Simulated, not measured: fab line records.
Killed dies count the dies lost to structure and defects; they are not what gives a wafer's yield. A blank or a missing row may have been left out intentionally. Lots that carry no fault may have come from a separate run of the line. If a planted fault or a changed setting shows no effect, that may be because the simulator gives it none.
Which tool did it? | flow nand harc | Sampling: 12 lots, 36 wafers, 6 of 1302 route steps

## WHAT EACH GAUGE READ, for each wafer
NHARC_A_CONTACT_OVL_MEAS_43. Usual: overlay x nm -0.1 nm, standard deviation 0.67; overlay y nm 0.2 nm, standard deviation 0.84.
lot  | measured     | on         | overlay x nm (nm) | overlay y nm (nm) | flag
L686 | day 22 05:16 | overlay-02 | 0.0 0.2 0.5       | -0.5 0.4 -0.2     |
L688 | day 22 12:53 | overlay-02 | -1.1 -1.6 -0.8    | -0.3 -0.1 -0.1    |
L687 | day 22 15:48 | overlay-01 | -0.2 0.0 -0.2     | 1.8 1.9 1.6       |
L689 | day 23 01:49 | overlay-02 | 0.1 -0.3 0.0      | -0.5 -0.6 -0.8    |
L691 | day 23 16:47 | overlay-01 | 0.4 0.7 0.8       | -0.6 -0.5 -0.2    |
L696 | day 26 05:43 | overlay-01 | 21.5 21.6 21.7    | 0.0 -0.4 0.2      | OFF
L700 | day 27 01:46 | overlay-02 | -0.2 -0.7 -0.6    | 0.8 0.8 0.9       |
L699 | day 27 16:17 | overlay-01 | 19.9 19.8 20.3    | 1.5 1.6 1.1       | OFF
L703 | day 29 02:53 | overlay-02 | 0.0 0.2 0.3       | -0.6 -1.3 -1.1    |
L704 | day 29 04:37 | overlay-02 | 0.6 0.5 0.6       | 1.3 1.4 1.4       |
L705 | day 29 20:01 | overlay-01 | -0.5 -0.7 -0.1    | 0.0 1.1 1.2       |
L708 | day 30 15:59 | overlay-02 | -0.4 -0.1 0.0     | 1.1 1.4 0.9       |

NHARC_A_CONTACT_INSPECT_44. Usual: 80 for raw defect count, sd 38.
lot  | measured     | on                | raw defect count | flag
L686 | day 22 05:18 | defect inspect-01 | 155 174 154      |
L688 | day 22 12:55 | defect inspect-02 | 79 75 75         |
L687 | day 22 15:50 | defect inspect-01 | 115 104 106      |
L689 | day 23 01:52 | defect inspect-02 | 63 64 74         |
L691 | day 23 16:49 | defect inspect-02 | 74 73 83         |
L696 | day 26 05:45 | defect inspect-01 | 75 71 80         |
L700 | day 27 01:49 | defect inspect-01 | 105 105 87       |
L699 | day 27 16:19 | defect inspect-02 | 57 74 65         |
L703 | day 29 02:55 | defect inspect-02 | 61 57 70         |
L704 | day 29 04:40 | defect inspect-01 | 118 114 109      |
L705 | day 29 20:03 | defect inspect-02 | 125 130 110      |
L708 | day 30 16:02 | defect inspect-01 | 121 125 97       |

NHARC_END_SORT_01. Usual: killed at array 50, standard deviation 20; killed at other 1.2, standard deviation 1.5; killed at periphery 3.6, standard deviation 2.6; killed dies 55, standard deviation 20; killed open 3.4, standard deviation 2; killed short 2.7, standard deviation 1.6.
lot  | measured     | on        | killed at array | killed at other | killed at periphery | killed dies | killed open | killed short | flag
L686 | day 25 05:59 | prober-02 | 83 104 97       | 2 2 0           | 0 3 3               | 85 109 100  | 3 2 4       | 1 5 4        |
L688 | day 25 11:38 | prober-01 | 57 53 60        | 0 0 1           | 2 4 2               | 59 57 63    | 3 7 7       | 4 3 4        |
L696 | day 29 10:26 | prober-02 | 39 24 59        | 0 2 3           | 2 3 3               | 41 29 65    | 3 3 6       | 3 2 4        |
L700 | day 30 01:29 | prober-01 | 53 62 28        | 3 1 0           | 5 6 3               | 61 69 31    | 2 2 3       | 2 1 2        |
L703 | day 32 02:38 | prober-02 | 64 51 52        | 0 0 0           | 0 2 1               | 64 53 53    | 5 5 2       | 3 3 3        |
L704 | day 32 01:02 | prober-01 | 52 68 57        | 1 2 0           | 0 6 0               | 53 76 57    | 2 6 2       | 3 4 2        |

## WHAT TOOL EACH LOT RAN ON (gives the tool, then ch and the chambers of the sampled wafers, and finally the start)
lot  | NHARC_A_CONTACT_EXPOSE_39          | NHARC_A_CONTACT_ETCH_51                       | NHARC_A_CONTACT_ETCH_113
L686 | arfi scanner-01 ch 0, day 22 05:02 | rie diel-10 ch 0,1, day 22 07:35 or earlier   | har cap etch-02 ch 0,1, day 22 07:35
L688 | arfi scanner-02 ch 0, day 22 12:39 | rie diel-11 ch 0,1,3, day 22 15:09 or earlier | har cap etch-01 ch 0,1, day 22 15:09
L687 | arfi scanner-03 ch 0, day 22 15:35 | rie diel-03 ch 0,2,3, day 22 18:33 or earlier | har cap etch-03 ch 0,1, day 22 18:33
L689 | arfi scanner-03 ch 0, day 23 01:36 | rie diel-11 ch 0,1,3, day 23 04:13 or earlier | har cap etch-02 ch 0, day 23 04:13
L691 | arfi scanner-01 ch 0, day 23 16:34 | rie diel-11 ch 0,1,2, day 23 19:05 or earlier | har cap etch-02 ch 0,1, day 23 19:05
L696 | arfi scanner-03 ch 0, day 26 05:30 | rie diel-10 ch 0,3, day 26 08:17 or earlier   | har cap etch-03 ch 0,1, day 26 08:17
L700 | arfi scanner-02 ch 0, day 27 01:32 | rie diel-10 ch 2,3, day 27 04:04 or earlier   | har cap etch-02 ch 0,1, day 27 04:04
L699 | arfi scanner-03 ch 0, day 27 16:04 | rie diel-11 ch 0,3, day 27 19:02 or earlier   | har cap etch-01 ch 1, day 27 19:02
L703 | arfi scanner-01 ch 0, day 29 02:40 | rie diel-11 ch 1,2,3, day 29 05:14 or earlier | har cap etch-02 ch 0,1, day 29 05:14
L704 | arfi scanner-01 ch 0, day 29 04:23 | rie diel-03 ch 0,2,3, day 29 06:55 or earlier | har cap etch-03 ch 0,1, day 29 06:55
L705 | arfi scanner-01 ch 0, day 29 19:47 | rie diel-03 ch 0,3, day 29 22:29 or earlier   | har cap etch-02 ch 0,1, day 29 22:29
L708 | arfi scanner-01 ch 0, day 30 15:46 | rie diel-03 ch 1,2, day 30 18:34 or earlier   | har cap etch-02 ch 0,1, day 30 18:34
- NHARC_A_CONTACT_EXPOSE_39: exposes mask A CC 3.
- NHARC_A_CONTACT_ETCH_51: etches the open film in O2/COS, target depth 7000 nm, time 1820 s.
- NHARC_A_CONTACT_ETCH_113: etches the open film in C4F8/O2/Ar, time 190 s, target depth 1850 nm.

## AS READ BY THE TOOLS THEMSELVES (means over the sampled wafers that have a number; for cases with no such wafer, the mark the record gives instead)
NHARC_A_CONTACT_EXPOSE_39. Usual: 22.99 C for reticle temp C, sd 0.099.
lot  | tool            | reticle temp C (C) | flag
L686 | arfi scanner-01 | 23.00              |
L688 | arfi scanner-02 | 22.99              |
L687 | arfi scanner-03 | 23.03              |
L689 | arfi scanner-03 | 23.05              |
L691 | arfi scanner-01 | 22.89              |
L696 | arfi scanner-03 | 23.00              |
L700 | arfi scanner-02 | 23.09              |
L699 | arfi scanner-03 | 22.97              |
L703 | arfi scanner-01 | 22.94              |
L704 | arfi scanner-01 | 23.08              |
L705 | arfi scanner-01 | 22.98              |
L708 | arfi scanner-01 | 23.06              |

NHARC_A_CONTACT_ETCH_51. Usual: value, then standard deviation, for each; bias w 300.0 W / 0.86; drypump motor current A 6.1 A / 0.36; mfc ar sccm 0.005 sccm / 0.0092; oes product au 1.000 a.u. / 0.0096; rf vpp V 314.1 V / 2.4; showerhead plenum p Torr 3.11 Torr / 0.15; throttle valve pct 28.330 % / 0.01.
lot  | tool        | bias w (W) | drypump motor current A (A) | mfc ar sccm (sccm) | oes product au (a.u.) | rf vpp V (V) | showerhead plenum p Torr (Torr) | throttle valve pct (%) | flag
L686 | rie diel-10 | 300.3      | 6.1                         | 0.013              | 1.010                 | 316.3        | 3.26                            | 28.337                 |
L688 | rie diel-11 | 299.5      | 5.9                         | 0.000              | 0.997                 | 314.1        | 3.17                            | 28.330                 |
L687 | rie diel-03 | 300.9      | 6.4                         | 0.010              | 0.990                 | 314.0        | 3.11                            | 28.334                 |
L689 | rie diel-11 | 299.8      | 5.9                         | 0.000              | 0.988                 | 314.0        | 3.17                            | 28.344                 |
L691 | rie diel-11 | 300.1      | 5.7                         | 0.001              | 0.993                 | 312.6        | 3.03                            | 28.326                 |
L696 | rie diel-10 | 299.9      | 6.4                         | 0.007              | 0.988                 | 313.3        | 3.07                            | 28.323                 |
L700 | rie diel-10 | 300.6      | 6.5                         | 0.000              | 0.996                 | 311.3        | 2.95                            | 28.328                 |
L699 | rie diel-11 | 300.1      | 6.3                         | 0.000              | 1.012                 | 316.6        | 3.24                            | 28.339                 |
L703 | rie diel-11 | 300.1      | 5.9                         | 0.001              | 1.008                 | 315.5        | 3.24                            | 28.334                 |
L704 | rie diel-03 | 299.7      | 6.5                         | 0.010              | 0.995                 | 314.4        | 3.09                            | 28.325                 |
L705 | rie diel-03 | 299.4      | 6.3                         | 0.000              | 1.000                 | 312.4        | 2.97                            | 28.327                 |
L708 | rie diel-03 | 300.3      | 6.5                         | 0.020              | 1.002                 | 314.9        | 3.18                            | 28.323                 |

## THE ANSWER, worked out from the rows above alone
Rule: lot off if the mean of its wafers having a number is beyond 3 standard deviations from the usual mean. A lot without any number at a reading at which 4 lots or more have one is off too. The other lots that the step has rows for count as sound. First the gauges in route order, then the tools' own readings, where a lot's mean is used as printed above. At the first step where some lot is off, the reading lying furthest off is the one used; lots without a number count as furthest.
Off, at NHARC_A_CONTACT_OVL_MEAS_43 on overlay x nm: L696, L699.
If a tool, at a process step before that reading, ran all the lots that are off and no sound lot after the first of them, it fits. The gauges at NHARC_A_CONTACT_OVL_MEAS_43 are tried like those tools. One fits: NHARC_A_CONTACT_EXPOSE_39 on arfi scanner-03. Its last sound lot is L689 (day 23 01:36), its first lot that is off L696 (day 26 05:30): a fault that began between those two fits.

## WHAT WAS PUT IN BY THE SIMULATOR
Scanner matching overlay: arfi scanner-03, from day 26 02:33 on, at NHARC_A_CONTACT_EXPOSE_39. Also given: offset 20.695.
Lots struck among those shown: L696, L699. The rule above reached the same finding.
